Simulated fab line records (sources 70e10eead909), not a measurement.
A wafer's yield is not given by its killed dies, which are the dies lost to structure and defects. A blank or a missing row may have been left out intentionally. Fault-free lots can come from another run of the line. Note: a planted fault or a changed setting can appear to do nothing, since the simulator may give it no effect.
fab line records ; flow nand-harc
[record] lots = 6; wafers = 18; last-day = 24
route steps=1159 shown P_GATE@143 END@1159
lots that met no fault: from a run of the same line without faults
start-h: hours from the record's first day to the start of the lot's first wafer shown ; wait-h: hours since the lot's step before ; " same as the row above ; L1.1+2: one row covering several wafers at once ; - value missing, or start not given ; * or withheld: withheld ; < > ~ a bound
route shown NAME@n: names a module that has steps shown in the file, with the first one's number in the route ; usual: the fault-free wafers' mean and standard deviation ; same: alike in all rows ; chamber/n: place in a boat ; sites: each site's reading ; _std_site: standard deviation across them ; _edge_site: outer sites' mean less inner sites' ; radius-mm: for every site, how far away it sits from the centre of the wafer ; mask NAME#n: copy n ; behind: the tool/chamber that last shaped the wafer ; hold: why the lot was held/for how many hours/how that ended ; device: whichever transistor did not switch (one of n, p or np) ; end of line: tests of these same wafers at the route's end ; a step without rows: its recipe alone ; killed: count of dies lost to structure and defects at first sort (not the wafer's yield) ; map: a wafer's dies, x killed, . not, _ none there
set.NAME: the run value of the setting; set.NAME@STEP: its run value at that earlier step ; model.NAME: the simulator's own value behind a step, which no gauge read
a table for each step, a row for each wafer; lots at some steps of the route
services: the hour from which a tool's chamber was out of use, counted from the record's first day as start-h (under 0 if before that day), plus the number of hours and why
[[steps]]
[step NHARC_P_GATE_INSPECT_28]
[usual] raw-defect-count = 6.4/2.7
lot.wafer;tool;chamber;start-h;wait-h;raw-defect-count
L110.2;defect-inspect-01;-;121.38;0.0;5
L110.4;defect-inspect-01;-;121.38;0.0;7
L110.6;defect-inspect-01;-;121.38;0.0;4
L119.1;defect-inspect-01;-;166.06;0.0;4
L119.5;defect-inspect-01;-;166.06;0.0;6
L119.6;defect-inspect-01;-;166.06;0.0;4
L116.1;defect-inspect-01;-;166.22;0.0;1
L116.2;defect-inspect-01;-;166.22;0.0;7
L116.6;defect-inspect-01;-;166.22;0.0;9
L120.1;defect-inspect-01;-;178.76;0.0;6
L120.2;defect-inspect-01;-;178.76;0.0;13
L120.3;defect-inspect-01;-;178.76;0.0;5
L123.1;defect-inspect-02;-;190.10;0.0;4
L123.4;defect-inspect-02;-;190.10;0.0;2
L123.5;defect-inspect-02;-;190.10;0.0;8
L128.3;defect-inspect-01;-;218.28;0.0;6
L128.4;defect-inspect-01;-;218.28;0.0;3
L128.6;defect-inspect-01;-;218.28;0.0;9
[step NHARC_P_GATE_DESCUM_31]
[recipe] time-s = 3; o2-flow-sccm = 200; ar-flow-sccm = 0; bias-power-w = 0; chemistry = O2
[usual] drypump-motor-current-A = 5.8/0.42; o2-flow-sccm = 199.9/0.62; oes-product-au = 1.003/0.0094; rf-vpp-V = 57.8/0.88; showerhead-plenum-p-Torr = 1.90/0.083; throttle-valve-pct = 11.311/0.0082
lot.wafer;tool;chamber;start-h;wait-h;drypump-motor-current-A;o2-flow-sccm;oes-product-au;rf-hours-counter-h;rf-vpp-V;showerhead-plenum-p-Torr;throttle-valve-pct
L110.2;rie-diel-13;1;121.45;0.1;5.6;199.5;1.003;5;57.6;1.94;11.306
L110.4;rie-diel-13;3;121.45;0.1;5.7;201.4;1.003;6;57.0;1.96;11.317
L110.6;rie-diel-13;0;121.45;0.1;5.1;199.1;0.998;-;58.9;1.84;11.314
L119.1;rie-diel-02;1;166.16;0.1;5.9;200.4;1.007;3;57.0;1.93;11.311
L119.6;rie-diel-02;0;166.16;0.1;6.4;200.1;1.005;-;57.0;1.80;11.311
L119.5;rie-diel-02;1;166.16;0.1;6.0;200.3;1.002;-;58.8;1.93;11.308
L116.2;rie-diel-02;0;166.55;0.3;6.4;200.6;1.006;2;56.1;1.80;11.323
L116.1;rie-diel-02;2;166.55;0.3;5.4;199.4;1.010;2;57.4;2.02;11.314
L116.6;rie-diel-02;0;166.55;0.3;6.4;200.4;1.014;-;57.5;1.80;11.305
L120.3;rie-diel-02;2;178.82;0.1;5.4;199.6;1.005;7;56.9;2.01;11.303
L120.1;rie-diel-02;3;178.82;0.1;5.9;200.7;1.004;7;58.4;1.97;11.333
L120.2;rie-diel-02;1;178.82;0.1;5.9;201.8;1.005;7;57.9;1.93;11.325
L123.1;rie-diel-02;1;190.19;0.1;5.9;200.0;0.989;12;57.3;1.93;11.302
L123.5;rie-diel-02;0;190.19;0.1;6.4;199.6;0.998;-;57.8;1.80;11.300
L123.4;rie-diel-02;1;190.19;0.1;5.9;199.2;1.003;-;58.7;1.93;11.314
L128.4;rie-diel-02;3;218.34;0.1;5.9;200.0;1.011;22;57.8;1.97;11.316
L128.3;rie-diel-02;1;218.34;0.1;5.9;200.8;0.999;22;58.0;1.92;11.304
L128.6;rie-diel-02;3;218.34;0.1;5.9;200.4;0.992;-;57.3;1.97;11.326
[step NHARC_P_GATE_ETCH_104]
[recipe] target-depth-a = 600; time-s = withheld; cf4-flow-sccm = 100; chf3-flow-sccm = 30; ar-flow-sccm = 0; rf-w = 500; bias-w = 200; chemistry = CF4/CHF3
[step NHARC_P_GATE_HM_OPEN_105]
[recipe] target-depth-a = 3600; o2-flow-sccm = 400; cos-flow-sccm = 20; ar-flow-sccm = 0; rf-w = 500; bias-w = 300; chemistry = O2/COS
[usual] drypump-motor-current-A = 5.8/0.4; o2-flow-sccm = 399.8/1.2; oes-product-au = 1.003/0.0085; rf-vpp-V = 467.2/2.8; showerhead-plenum-p-Torr = 3.12/0.13; throttle-valve-pct = 28.330/0.0097
lot.wafer;tool;chamber;start-h;wait-h;drypump-motor-current-A;o2-flow-sccm;oes-product-au;rf-hours-counter-h;rf-vpp-V;showerhead-plenum-p-Torr;throttle-valve-pct
L110.2;rie-diel-13;2;-;-;5.7;398.7;1.004;6;465.3;3.03;28.343
L110.4;rie-diel-13;3;-;-;5.7;399.2;1.000;6;468.1;3.20;28.344
L110.6;rie-diel-13;2;-;-;5.7;400.1;1.003;-;466.9;3.04;28.335
L119.1;rie-diel-02;1;-;-;6.0;398.6;0.990;3;468.0;3.14;28.337
L119.6;rie-diel-02;3;-;-;5.9;400.5;1.011;-;468.8;3.21;28.317
L119.5;rie-diel-02;1;-;-;5.9;399.2;1.001;-;466.9;3.14;28.328
L116.2;rie-diel-02;1;-;-;6.0;401.6;0.999;3;467.9;3.14;28.321
L116.1;rie-diel-02;2;-;-;5.4;402.1;1.016;3;470.2;3.28;28.314
L116.6;rie-diel-02;3;-;-;5.9;399.1;1.009;-;468.9;3.21;28.323
L120.3;rie-diel-02;1;-;-;6.0;399.5;1.001;7;468.1;3.14;28.337
L120.1;rie-diel-02;3;-;-;5.9;399.4;1.003;7;468.7;3.21;28.332
L120.2;rie-diel-02;0;-;-;6.4;400.7;1.009;3;463.7;2.95;28.335
L123.1;rie-diel-02;3;-;-;5.9;399.9;1.013;11;468.8;3.21;28.335
L123.4;rie-diel-02;0;-;-;6.4;399.9;1.017;-;463.0;2.95;28.323
L123.5;rie-diel-02;1;-;-;5.9;399.0;1.005;-;469.4;3.14;28.335
L128.4;rie-diel-02;0;-;-;6.4;399.8;1.007;18;463.7;2.94;28.319
L128.3;rie-diel-02;1;-;-;5.9;400.3;1.003;22;467.5;3.14;28.332
L128.6;rie-diel-02;2;-;-;5.4;400.7;1.018;-;471.2;3.27;28.325
[step NHARC_P_GATE_STRIP_106]
[recipe] o2-flow-sccm = 400; cos-flow-sccm = 20; ar-flow-sccm = 0; bias-w = 0; chemistry = O2/COS
[step NHARC_P_GATE_ETCH_114]
[recipe] target-depth-a = 300; overetch-a = 30; time-s = 16.5; ion-energy-ev = 100; cf4-flow-sccm = 80; o2-flow-sccm = 20; ar-flow-sccm = 0; rf-w = 300; bias-w = 100; chemistry = CF4/O2
[usual] drypump-motor-current-A = 5.8/0.39; o2-flow-sccm = 19.99/0.056; oes-product-au = 1.003/0.0085; rf-vpp-V = 197.8/1.4; showerhead-plenum-p-Torr = 1.33/0.055; throttle-valve-pct = 13.396/0.0091
lot.wafer;tool;chamber;start-h;wait-h;drypump-motor-current-A;o2-flow-sccm;oes-product-au;rf-hours-counter-h;rf-vpp-V;showerhead-plenum-p-Torr;throttle-valve-pct
L110.4;rie-diel-13;0;-;-;5.1;19.95;1.008;4;196.4;1.29;13.407
L110.2;rie-diel-13;1;-;-;5.6;20.05;1.003;5;198.2;1.36;13.402
L110.6;rie-diel-13;2;-;-;5.7;19.98;1.001;-;196.0;1.30;13.377
L119.1;rie-diel-02;3;-;-;5.9;20.08;0.999;2;201.1;1.38;13.369
L119.5;rie-diel-02;2;-;-;5.4;20.01;1.020;-;199.1;1.40;13.391
L119.6;rie-diel-02;3;-;-;5.9;20.01;1.005;-;197.3;1.38;13.391
L116.2;rie-diel-02;2;-;-;5.3;20.00;1.023;3;198.7;1.40;13.387
L116.1;rie-diel-02;3;-;-;5.9;19.95;1.005;3;198.7;1.37;13.399
L116.6;rie-diel-02;3;-;-;5.9;19.93;1.001;-;198.2;1.38;13.408
L120.3;rie-diel-02;1;-;-;6.0;20.02;0.991;8;198.5;1.34;13.405
L120.2;rie-diel-02;3;-;-;5.9;20.04;1.014;7;198.2;1.37;13.400
L120.1;rie-diel-02;0;-;-;6.4;19.92;1.014;3;196.3;1.26;13.415
L123.1;rie-diel-02;1;-;-;5.9;19.92;0.997;12;200.2;1.34;13.383
L123.4;rie-diel-02;1;-;-;5.9;19.92;1.004;-;197.9;1.34;13.396
L123.5;rie-diel-02;0;-;-;6.4;20.02;1.006;-;197.2;1.26;13.399
L128.3;rie-diel-02;0;-;-;6.4;20.03;1.007;18;197.0;1.26;13.391
L128.4;rie-diel-02;1;-;-;5.9;19.93;1.005;22;198.4;1.34;13.393
L128.6;rie-diel-02;3;-;-;5.8;19.94;0.997;-;197.8;1.37;13.391
[step NHARC_P_GATE_ETCH_32]
[recipe] target-depth-a = 1500; over-etch-frac = 1; over-etch-ion-energy-ev = 40; time-s = 100.1; hbr-flow-sccm = 150; cl2-flow-sccm = 50; rf-w = 400; icp-w = 400; bias-w = 100; chemistry = HBr/Cl2
[usual] drypump-motor-current-A = 5.9/0.31; oes-product-au = 0.996/0.0092; throttle-valve-pct = 26.405/0.0094
lot.wafer;tool;chamber;start-h;wait-h;drypump-motor-current-A;oes-product-au;rf-hours-counter-h;throttle-valve-pct
L110.4;rie-si-02;0;122.03;-;5.6;1.003;0.7;26.416
L110.2;rie-si-02;2;122.03;-;5.9;0.999;0.6;26.383
L110.6;rie-si-02;1;122.03;-;6.1;1.002;-;26.405
L119.1;rie-si-03;0;167.48;-;6.5;1.000;0.1;26.407
L119.5;rie-si-03;1;167.48;-;6.1;1.005;-;26.404
L119.6;rie-si-03;2;167.48;-;6.3;0.996;-;26.403
L116.1;rie-si-04;2;167.63;-;5.9;0.987;0.5;26.410
L116.2;rie-si-04;3;167.63;-;5.5;0.986;0.6;26.413
L116.6;rie-si-04;3;167.63;-;5.6;0.988;-;26.404
L120.2;rie-si-02;1;179.68;-;6.1;0.991;1.1;26.412
L120.1;rie-si-02;2;179.68;-;5.9;0.987;1.2;26.383
L120.3;rie-si-02;3;179.68;-;5.7;0.994;1.3;26.414
L123.1;rie-si-03;1;191.11;-;6.1;1.000;0.3;26.392
L123.4;rie-si-03;2;191.11;-;6.3;1.001;-;26.404
L123.5;rie-si-03;3;191.11;-;5.9;1.003;-;26.397
L128.4;rie-si-03;3;218.80;-;5.9;0.996;0.7;26.403
L128.3;rie-si-03;2;218.80;-;6.3;0.989;0.7;26.410
L128.6;rie-si-03;0;218.80;-;6.4;0.998;-;26.403
[step NHARC_P_GATE_STRIP_108]
[recipe] o2-flow-sccm = 500; ar-flow-sccm = 0; bias-w = 0; chemistry = O2
[usual] drypump-motor-current-A = 5.8/0.43; o2-flow-sccm = 499.9/1.5; oes-product-au = 1.003/0.0089; rf-vpp-V = 57.7/0.88; showerhead-plenum-p-Torr = 3.51/0.14; throttle-valve-pct = 17.036/0.0093
lot.wafer;tool;chamber;start-h;wait-h;drypump-motor-current-A;o2-flow-sccm;oes-product-au;rf-hours-counter-h;rf-vpp-V;showerhead-plenum-p-Torr;throttle-valve-pct
L110.2;rie-diel-02;2;122.19;-;5.4;501.5;0.991;51;57.8;3.71;17.042
L110.4;rie-diel-02;0;122.19;-;6.4;501.1;1.014;-;58.1;3.34;17.033
L110.6;rie-diel-02;1;122.19;-;6.0;499.9;1.012;-;57.1;3.56;17.037
L119.1;rie-diel-13;3;167.64;-;5.7;499.8;1.013;24;58.7;3.60;17.037
L119.6;rie-diel-13;0;167.64;-;5.1;501.2;1.004;-;57.1;3.40;17.042
L119.5;rie-diel-13;1;167.64;-;5.6;499.4;0.988;-;59.5;3.57;17.028
L116.2;rie-diel-13;1;167.79;-;5.6;499.5;1.010;23;59.4;3.57;17.024
L116.1;rie-diel-13;3;167.79;-;5.7;499.9;1.015;24;56.0;3.60;17.032
L116.6;rie-diel-13;2;167.79;-;5.7;503.2;1.008;-;57.7;3.42;17.042
L120.3;rie-diel-13;2;179.84;-;5.7;500.7;1.013;29;56.7;3.42;17.029
L120.2;rie-diel-13;3;179.84;-;5.7;499.6;1.024;30;58.0;3.60;17.048
L120.1;rie-diel-13;0;179.84;-;5.1;500.0;1.005;31;58.1;3.39;17.041
L123.1;rie-diel-02;0;191.34;-;6.4;500.7;1.003;7;57.0;3.33;17.032
L123.4;rie-diel-02;1;191.34;-;5.9;502.2;1.010;-;56.6;3.55;17.044
L123.5;rie-diel-02;3;191.34;-;5.9;500.1;1.026;-;57.4;3.62;17.039
L128.4;rie-diel-02;1;218.99;-;6.0;499.5;1.000;22;56.4;3.54;17.038
L128.3;rie-diel-02;2;218.99;-;5.4;502.4;1.014;13;58.1;3.70;17.029
L128.6;rie-diel-02;0;218.99;-;6.4;497.1;1.003;-;57.1;3.33;17.036
[step NHARC_P_GATE_CD_MEAS_33]
[usual] cd-nm = 120.2/2.7
lot.wafer;tool;chamber;start-h;wait-h;cd-nm
L110.2;cd-sem-01;-;122.40;0.2;120.2
L110.4;cd-sem-01;-;122.40;0.2;115.9
L110.6;cd-sem-01;-;122.40;0.2;122.0
L119.1;cd-sem-01;-;167.77;-;123.1
L119.5;cd-sem-01;-;167.77;-;121.3
L119.6;cd-sem-01;-;167.77;-;121.4
L116.1;cd-sem-03;-;167.96;-;124.6
L116.2;cd-sem-03;-;167.96;-;120.5
L116.6;cd-sem-03;-;167.96;-;118.7
L120.1;cd-sem-02;-;180.00;-;118.9
L120.2;cd-sem-02;-;180.00;-;120.2
L120.3;cd-sem-02;-;180.00;-;118.3
L123.1;cd-sem-02;-;191.51;0.1;121.9
L123.4;cd-sem-02;-;191.51;0.1;124.4
L123.5;cd-sem-02;-;191.51;0.1;121.7
L128.3;cd-sem-02;-;219.14;-;121.3
L128.4;cd-sem-02;-;219.14;-;120.9
L128.6;cd-sem-02;-;219.14;-;124.3
[step NHARC_P_GATE_STRIP_35]
[recipe] time-s = 600; temp-c = 130; chemistry = SPM
[step NHARC_P_GATE_PRECLEAN_73]
[recipe] time-s = *; temp-c = 50; bath-age-min = 0; chemistry = SC1
[step NHARC_P_GATE_SRD_74]
[step NHARC_P_GATE_ALD_36]
[recipe] target-thk-a = 200; pulse-time-s = 60; ald-cycles = 223; temp-c = 400; material = SiNx
[usual] heater-power-w = 886/90; precursor-pulse-height-rel = 1.001/0.02
[same] ald-cycles = 223
lot.wafer;tool;chamber;start-h;wait-h;heater-power-w;precursor-pulse-height-rel
L110.4;ald-sin-03;0;123.89;-;907;1.010
L110.2;ald-sin-03;1;124.94;-;925;1.001
L110.6;ald-sin-03;3;127.02;-;897;0.987
L119.1;ald-sin-03;3;168.22;-;906;0.977
L119.6;ald-sin-03;3;172.44;-;940;0.990
L119.5;ald-sin-03;0;173.49;-;891;1.010
L116.1;ald-sin-02;2;176.57;-;1007;0.988
L116.2;ald-sin-02;3;177.64;-;927;1.016
L116.6;ald-sin-02;1;179.78;-;977;0.984
L120.3;ald-sin-03;0;180.46;-;902;1.024
L120.1;ald-sin-03;1;181.51;-;925;1.004
L120.2;ald-sin-03;3;183.62;-;904;1.013
L123.1;ald-sin-03;1;193.01;-;947;0.963
L123.4;ald-sin-03;2;194.06;-;1001;0.983
L123.5;ald-sin-03;0;196.16;-;881;1.022
L128.3;ald-sin-01;0;221.69;-;775;1.017
L128.4;ald-sin-01;1;222.73;-;723;0.988
L128.6;ald-sin-01;3;224.82;-;844;1.022
[step NHARC_P_GATE_ETCHBACK_37]
[recipe] target-depth-a = 345; time-s = 17.2; chf3-flow-sccm = 50; o2-flow-sccm = 10; ar-flow-sccm = 200; rf-w = 500; bias-w = 200; chemistry = CHF3/O2
[step NHARC_P_GATE_STRIP_101]
[recipe] time-s = 20; o2-flow-sccm = 500; ar-flow-sccm = 0; bias-w = 0; chemistry = O2
[step NHARC_P_GATE_PRECLEAN_97]
[recipe] time-s = 600; temp-c = 120; chemistry = SPM
[step NHARC_P_GATE_SRD_98]
[step NHARC_P_GATE_PRECLEAN_99]
[recipe] time-s = *; temp-c = 50; bath-age-min = 0; chemistry = SC1
[step NHARC_P_GATE_SRD_100]
[step NHARC_P_GATE_DEHYDRATE_38]
[recipe] temp-c = 150; time-s = 120
[step NHARC_P_GATE_HMDS_39]
[recipe] time-s = 30
[step NHARC_P_GATE_COAT_40]
[recipe] spin-rpm = 3000
[step NHARC_P_GATE_SOFTBAKE_41]
[recipe] temp-c = 122; time-s = 95
[step NHARC_P_GATE_EBR_42]
[step NHARC_P_GATE_EXPOSE_43]
[recipe] na = 0.6; target-cd-nm = 720; dose-mj = 14.81; mask-id = P_NSD
[step NHARC_P_GATE_PEB_44]
[recipe] peb-temp-c = 118; peb-time-s = 85
[step NHARC_P_GATE_DEVELOP_45]
[recipe] time-s = 70
[step NHARC_P_GATE_CD_MEAS_46]
[recipe] target-cd-nm = 720; landing-energy-ev = 500
[usual] cd-nm = 719.2/1.9
lot.wafer;tool;chamber;start-h;wait-h;cd-nm
L110.2;cd-sem-02;0;133.30;-;721.1
L110.4;cd-sem-02;0;133.30;-;718.6
L110.6;cd-sem-02;0;133.30;-;721.5
L119.1;cd-sem-02;0;178.85;-;723.2
L119.5;cd-sem-02;0;178.85;-;722.0
L119.6;cd-sem-02;0;178.85;-;720.5
L116.1;cd-sem-01;0;185.05;-;722.3
L116.2;cd-sem-01;0;185.05;-;723.3
L116.6;cd-sem-01;0;185.05;-;719.8
L120.1;cd-sem-02;0;190.98;-;722.5
L120.2;cd-sem-02;0;190.98;-;721.3
L120.3;cd-sem-02;0;190.98;-;721.4
L123.1;cd-sem-01;0;202.48;-;721.1
L123.4;cd-sem-01;0;202.48;-;719.2
L123.5;cd-sem-01;0;202.48;-;717.2
L128.3;cd-sem-02;0;230.13;-;719.5
L128.4;cd-sem-02;0;230.13;-;716.1
L128.6;cd-sem-02;0;230.13;-;720.1
[step NHARC_P_GATE_HARDBAKE_47]
[recipe] temp-c = 125; time-s = 80
[step NHARC_P_GATE_DESCUM_48]
[recipe] time-s = 3; o2-flow-sccm = 200; ar-flow-sccm = 0; bias-power-w = 0; chemistry = O2
[step NHARC_P_GATE_IMPLANT_49]
[recipe] energy-kev = 30; dose-cm2 = 3e+15; tilt-deg = 7
[step NHARC_P_GATE_STRIP_111]
[recipe] power-w = 1500; temp-c = 110; time-s = 250; chemistry = N2/H2
[step NHARC_P_GATE_STRIP_75]
[recipe] power-w = 1500; temp-c = 250; chemistry = O2
[step NHARC_P_GATE_STRIP_50]
[recipe] time-s = 900; temp-c = 130; chemistry = SPM
[step NHARC_P_GATE_DEHYDRATE_51]
[recipe] temp-c = 150; time-s = 120
[step NHARC_P_GATE_HMDS_52]
[recipe] time-s = 30
[step NHARC_P_GATE_COAT_53]
[recipe] spin-rpm = 3000
[step NHARC_P_GATE_SOFTBAKE_54]
[recipe] temp-c = 122; time-s = 95
[step NHARC_P_GATE_EBR_55]
[step NHARC_P_GATE_EXPOSE_56]
[recipe] na = 0.6; target-cd-nm = 720; dose-mj = 14.81; mask-id = P_PSD
[step NHARC_P_GATE_PEB_57]
[recipe] peb-temp-c = 118; peb-time-s = 85
[step NHARC_P_GATE_DEVELOP_58]
[recipe] time-s = 70
[step NHARC_P_GATE_INSPECT_68]
[usual] raw-defect-count = 217/110
lot.wafer;tool;chamber;start-h;wait-h;raw-defect-count
L110.2;defect-inspect-01;-;139.91;0.1;209
L110.4;defect-inspect-01;-;139.91;0.1;234
L110.6;defect-inspect-01;-;139.91;0.1;209
L119.1;defect-inspect-02;-;185.57;0.2;118
L119.5;defect-inspect-02;-;185.57;0.2;90
L119.6;defect-inspect-02;-;185.57;0.2;181
L116.1;defect-inspect-01;-;191.69;0.2;186
L116.2;defect-inspect-01;-;191.69;0.2;151
L116.6;defect-inspect-01;-;191.69;0.2;163
L120.1;defect-inspect-01;-;197.67;0.2;737
L120.2;defect-inspect-01;-;197.67;0.2;583
L120.3;defect-inspect-01;-;197.67;0.2;731
L123.1;defect-inspect-01;-;209.68;0.2;599
L123.4;defect-inspect-01;-;209.68;0.2;464
L123.5;defect-inspect-01;-;209.68;0.2;467
L128.3;defect-inspect-01;-;236.91;0.1;279
L128.4;defect-inspect-01;-;236.91;0.1;234
L128.6;defect-inspect-01;-;236.91;0.1;244
[step NHARC_END_SORT_01]
[recipe] temp-c = 25
[usual] killed-at-array = 27/11; killed-at-other = 0.6/0.89; killed-at-periphery = 3.0/2.4; killed-dies = 31/12; killed-open = 3.2/1.6; killed-short = 2.0/1.5
[same] gross-dies = 677
lot.wafer;tool;chamber;start-h;wait-h;killed-at-array;killed-at-other;killed-at-periphery;killed-dies;killed-open;killed-short
L110.2;prober-01;0;480.82;2.8;14;0;2;16;5;1
L110.4;prober-01;0;482.42;3.4;21;0;3;24;3;4
L110.6;prober-01;0;484.03;4.0;16;0;2;18;4;1
L119.1;prober-01;0;516.82;2.5;29;0;3;32;4;3
L119.5;prober-01;0;520.02;3.7;34;0;7;41;6;4
L119.6;prober-01;0;520.82;4.0;42;0;3;45;7;2
L120.1;prober-02;0;516.91;2.5;30;0;76;106;3;2
L120.2;prober-02;0;517.72;2.8;28;0;65;93;2;3
L120.3;prober-02;0;518.53;3.1;24;1;59;84;1;3
L123.1;prober-01;0;534.47;2.5;30;4;87;121;2;0
L123.4;prober-01;0;536.89;3.4;27;4;76;107;5;0
L123.5;prober-01;0;537.70;3.7;32;1;64;97;3;4
// killed by level:class
L110.2 A_CONTACT:chamber-film-flake=3 A_CONTACT:geometric-particle:open=2 A_CHANNEL_HOLE_D1:chamber-film-flake=2 A_STAIRCASE:chamber-film-flake=2 P_M1:geometric-particle:open=1 A_SGD_CUT:geometric-particle:open=1 A_SGD_CUT:geometric-particle:short=1 A_M0:geometric-particle:open=1
L110.4 A_STAIRCASE:chamber-film-flake=7 A_CHANNEL_HOLE_D1:chamber-film-flake=5 A_CONTACT:geometric-particle:open=3 A_CONTACT:chamber-film-flake=2 P_M0:geometric-particle:short=1 A_CHANNEL_HOLE_D1:geometric-particle:short=1 A_WL_FILL:geometric-particle:short=1 A_CONTACT:geometric-particle:short=1
L110.6 A_CONTACT:chamber-film-flake=5 A_CHANNEL_HOLE_D1:chamber-film-flake=3 A_STAIRCASE:chamber-film-flake=3 A_CONTACT:geometric-particle:open=2 A_WL_FILL:chamber-film-flake=2 P_CONTACT:geometric-particle:open=1 P_M0:geometric-particle:open=1 A_WL_FILL:geometric-particle:short=1
L119.1 A_SLIT:chamber-film-flake=8 A_CONTACT:chamber-film-flake=4 A_CHANNEL_HOLE_D1:chamber-film-flake=3 A_STAIRCASE:chamber-film-flake=3 A_SGD_CUT:chamber-film-flake=3 A_WL_FILL:chamber-film-flake=2 P_GATE:geometric-particle:open=1 P_M0:geometric-particle:short=1
L120.1 P_GATE:unspecified=74 A_CHANNEL_HOLE_D1:chamber-film-flake=15 A_CONTACT:chamber-film-flake=6 A_BLC:geometric-particle:open=2 A_STAIRCASE:chamber-film-flake=2 A_WL_FILL:chamber-film-flake=2 P_GATE:geometric-particle:short=1 A_CHANNEL_FILL_D1:geometric-particle:short=1
L120.2 P_GATE:unspecified=64 A_CHANNEL_HOLE_D1:chamber-film-flake=20 A_STAIRCASE:chamber-film-flake=3 A_WL_FILL:geometric-particle:short=2 P_M2:geometric-particle:open=1 A_ONON_D1:geometric-particle:short=1 A_CONTACT:geometric-particle:open=1 A_WL_FILL:chamber-film-flake=1
L120.3 P_GATE:unspecified=57 A_CHANNEL_HOLE_D1:chamber-film-flake=11 A_CONTACT:chamber-film-flake=4 A_STAIRCASE:chamber-film-flake=3 A_M0:chamber-film-flake=3 A_WL_FILL:geometric-particle:short=2 P_CONTACT:geometric-particle:open=1 P_CONTACT:geometric-particle:short=1
L119.5 A_SLIT:chamber-film-flake=7 A_SGD_CUT:chamber-film-flake=5 A_WL_FILL:chamber-film-flake=4 A_M0:chamber-film-flake=4 P_GATE:chamber-film-flake=3 A_CHANNEL_HOLE_D1:chamber-film-flake=3 A_CONTACT:chamber-film-flake=3 P_CONTACT:geometric-particle:open=2
L119.6 A_SLIT:chamber-film-flake=14 A_CHANNEL_HOLE_D1:chamber-film-flake=5 A_SGD_CUT:chamber-film-flake=4 A_ONON_D1:geometric-particle:open=3 A_STAIRCASE:chamber-film-flake=3 A_M0:chamber-film-flake=3 A_CHANNEL_FILL_D1:geometric-particle:open=2 P_GATE:chamber-film-flake=2
L123.1 P_GATE:unspecified=78 A_CHANNEL_HOLE_D1:chamber-film-flake=10 A_SLIT:chamber-film-flake=9 P_M2:chamber-film-flake=5 A_STAIRCASE:chamber-film-flake=5 A_CONTACT:chamber-film-flake=4 THIN_TSV:chamber-film-flake=4 A_CONTACT:geometric-particle:open=2
L123.4 P_GATE:unspecified=69 A_SLIT:chamber-film-flake=11 P_M2:chamber-film-flake=5 A_CHANNEL_HOLE_D1:chamber-film-flake=4 A_STAIRCASE:chamber-film-flake=4 THIN_TSV:chamber-film-flake=4 A_CHANNEL_FILL_D1:chamber-film-flake=3 A_WL_FILL:geometric-particle:open=2
L123.5 P_GATE:unspecified=55 A_SLIT:chamber-film-flake=16 A_CHANNEL_HOLE_D1:chamber-film-flake=7 A_CONTACT:chamber-film-flake=4 P_M0:geometric-particle:short=2 P_ZERO_WELL:chamber-film-flake=2 P_M2:chamber-film-flake=2 P_GATE:geometric-particle:short=1
// map L120.1 (x killed, . not)
____________.____________
_________......._________
_______..........._______
______.............______
_____..............._____
____.................____
____.................____
___...................___
___...................___
__.x...................__
__.....................__
_......................._
_x......................_
_.....x................._
_......................._
_......................._
.........................
x........................
.........................
.........xx...x..........
....x...xx..x............
_......xx.x.x...x......._
_x.....xxxxxxx.........._
_...x...xxxxxx.........._
_...xxxxxxxxxx..x......._
_.....xxxxxxx........x.._
__x.xxxxxxxxxx.........__
__....xxxxxxxx.........__
___xxxxxxxxxxx........___
___xx.xxxxxxx.........___
____xx.xx.xxx....x...____
____....xxxx.........____
_____.x..........xx._____
______x...x........______
_______..........._______
_________......._________
____________.____________
// map L123.1 (x killed, . not)
____________.____________
_________......._________
_______..........._______
______..........x..______
_____......x........_____
____.................____
____........x........____
___........x..........___
___...................___
__.....................__
__x....................__
_..x...........x........_
_..............x........_
_.x....................._
_.x....................._
_xx....................._
.................x.......
xx...........x...x.......
.x........x......x.......
....x...x.x...x..........
...x....xxxxx..x.........
_......xxxxx............_
_.....xxxxxx....xx..x..._
_..x..xxxxxxxx.........._
_.....xxxxxxxx.x........_
_......xxxxxx.x........._
__....xxxxxxxxx........__
__...xxxxxxxxxx..xx....__
___...xxxxxxxx......x.___
___.....xxxxx...x..xxx___
____....xxxx....x...x____
____......x......x.x.____
_____..............._____
______....x.......x______
_______x.........._______
_________......._________
____________.____________
[[services]]
tool;chamber;start-h;hours;kind
rie-diel-13;-;99.00;9.0;pm
rie-si-04;-;99.00;9.0;pm
rie-diel-02;0;106.20;-;clean
rie-diel-02;1;106.20;-;clean
rie-diel-02;2;106.20;-;clean
rie-diel-02;3;106.20;-;clean
rie-si-02;3;106.67;1.0;repair
ald-sin-02;2;117.97;7.5;repair
rie-diel-02;3;120.17;5.6;repair
rie-diel-02;0;130.70;-;clean
rie-diel-02;1;130.70;-;clean
rie-si-03;0;134.45;20.4;repair
ald-sin-03;-;135.20;0.9;repair
ald-sin-01;3;137.40;16.4;repair
ald-sin-01;-;147.86;10.0;pm
rie-diel-02;-;150.78;9.0;pm
rie-si-03;-;155.00;9.0;pm
rie-diel-02;0;166.70;11.0;repair
rie-diel-02;2;178.96;18.6;repair
rie-si-03;0;188.06;7.4;repair
ald-sin-02;2;202.29;11.4;repair
rie-si-02;-;211.00;9.0;pm
rie-si-04;-;216.21;3.2;repair
rie-diel-13;1;221.55;8.9;repair
[[key]]
[first-sign] step = NHARC_P_GATE_INSPECT_68; reading = raw-defect-count; direction = up; sigmas = 3.5; usual = 217; struck = 597
[effect] step = NHARC_END_SORT_01; reading = killed-at-periphery; direction = up; sigmas = 28; usual = 3.0; struck = 71.2
[more-kills-born-at] NHARC_P_GATE_ALD_36@ald-sin-03 = 397
met-at NHARC_P_GATE_ALD_36
struck-wafers L120.1,L120.2,L120.3,L123.1,L123.4,L123.5
tester-left-out L120,L123
[fault] kind = chamber-particle-source; tool = ald-sin-03; chamber = -; onset-h = 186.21; steps = NHARC_P_GATE_ALD_36; rate-per-visit-cm2 = 0.46472; end-h = 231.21
// tester-left-out: of these lots the tester's yield and bins aren't shown, on N5 and GAA mostly nor the transistor test; their killed dies are dies lost to structure and defects alone, not to doping, threshold or leakage, so they don't give the yield
